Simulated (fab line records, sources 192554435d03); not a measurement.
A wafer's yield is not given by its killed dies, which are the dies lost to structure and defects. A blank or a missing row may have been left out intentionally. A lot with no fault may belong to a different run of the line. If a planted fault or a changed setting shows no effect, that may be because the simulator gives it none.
Problem report, 8D (eight disciplines) form, completed by code    flow n5Finfet    the parts of the form that need people (team, actions taken, sign-off) are left out

## 1. THE ISSUE
Wafers without a fault read 2888.0 rpm, standard deviation 2.3; spinSpeedRpm at N5_BEOL_M14_COAT_22 reads a mean of 2705.6 rpm on 6 wafers belonging to 2 lots. Relative to the usual mean, that is a shift of -79 standard deviations.
The step: resist thk 300 nm.
First observed at day 18 21:14: wafer L549.3, on lithoTrack-01. Wafers with a number at this step in the record: 36, from 12 lots. Rule for "out", or "out of limits": more than 4 standard deviations from the usual mean. The rest of the wafers with a number are treated as sound.

## 2. WHAT IT IS; WHAT IT IS NOT
question                     is                      is not
which readings at this step  spinSpeedRpm            chillPlateTempC
which lots                   L549, L552              L531, L532, L534, L537, L538, L539, L540, L541, L543, L544
which wafers of those lots   all that have a number  -
read on which tools          lithoTrack-01           lithoTrack-02, lithoTrack-03
when                         from day 18 21:14       up to then (30 sound wafers)

## 3. WHAT RULES OUT EACH SUSPECT
Counting: any tool at a process step up to the reading is kept as a suspect provided that every lot that is out went through it and no sound lot did after the first of them.
- lithoTrack-01 at N5_BEOL_M14_COAT_22 (resist thk 300 nm): kept. It ran every lot that is out, first L549 (day 18 21:14), and no sound lot after that; its last sound lot up to then is L544 (day 16 09:49). Out on those wafers are its own readings of spinSpeedRpm.
After counting, what remains is lithoTrack-01 at N5_BEOL_M14_COAT_22.

## 4. THE CAUSE (what the simulator had put in)
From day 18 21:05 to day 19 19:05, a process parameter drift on lithoTrack-01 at N5_BEOL_M14_COAT_22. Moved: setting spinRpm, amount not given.
Counting left only this tool.

## 5. THE CHAIN OF EFFECTS, in route order
Rows list readings where the struck wafers' mean (over those with a number) sits beyond 3 standard deviations from the usual. Readings are gone through only where the record gives a usual standard deviation; hours: the median, over the lots, of the time from a lot's start at the first step in this table giving one to that lot's start at this step; sigmas: the change measured in usual standard deviations.
hours  step                 reading       usual       on struck wafers  change  sigmas
0      N5_BEOL_M14_COAT_22  spinSpeedRpm  2888.0 rpm  2705.6            -182.4  -79
Its process steps:
- N5_BEOL_M14_COAT_22: resist thk 300 nm.
Later measuring or inspecting steps at which every struck wafer that the step has a row for has a number for every such reading, and none has moved that far: N5_BEOL_M14_CD_MEAS_28.

## 6. WHAT WOULD HAVE CAUGHT IT SOONER
In this record the first reading out of limits was taken at day 18 21:14, 0 hours after the fault began at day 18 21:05.
